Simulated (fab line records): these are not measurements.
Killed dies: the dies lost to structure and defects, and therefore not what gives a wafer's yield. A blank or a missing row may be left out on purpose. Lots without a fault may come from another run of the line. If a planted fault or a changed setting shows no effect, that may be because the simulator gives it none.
Chamber matching	flow n5-finfet	ald-metal-04 running N5_BEOL_M3_ALD_84: 4 sister chambers
The step deposits TaN, pulse time 2 s, purge time 3 s, co reactant purge time 2 s. 7 wafers are shown with their chamber, then 7 later ones without.

== EACH WAFER AND ITS CHAMBER ==
wafer	chamber	heater-power-w (W)
L075.6	2	422
L076.1	3	468
L076.6	1	359
L077.2	2	427
L077.6	0	466
L084.3	0	458
L084.4	1	367

== WAFERS WITHOUT THEIR CHAMBER ==
wafer	heater-power-w (W)
L084.6	465
L087.2	425
L087.5	463
L087.6	427
L093.3	467
L093.5	462
L093.6	457

== WHICH CHAMBER EACH WENT THROUGH ==
wafer	from the rows above	in truth
L084.6	can't be placed: 0 or 3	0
L087.2	2	2
L087.5	can't be placed: 0 or 3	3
L087.6	2	2
L093.3	can't be placed: 3 or 0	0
L093.5	can't be placed: 0 or 3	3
L093.6	can't be placed: 0 or 3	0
Placed correctly: 2 of 7. Unplaceable from these rows: 5, with the true chamber sitting among the candidates in 5. Placed wrongly: 0.
How it was worked out, from the rows above alone: a wafer's distance from a chamber is the root of the sum, over the readings, of the square of ((its reading less the chamber's mean) divided by the reading's scatter). If the next closest chamber is less than 2 further off than the closest, the wafer can't be placed; otherwise it belongs to the closest. Each chamber's mean is taken over the wafers shown for it. How the scatter is found: for the shown wafers, subtract from each reading the mean of its chamber, square and add these, divide the total by (wafers less chambers), then take the root.
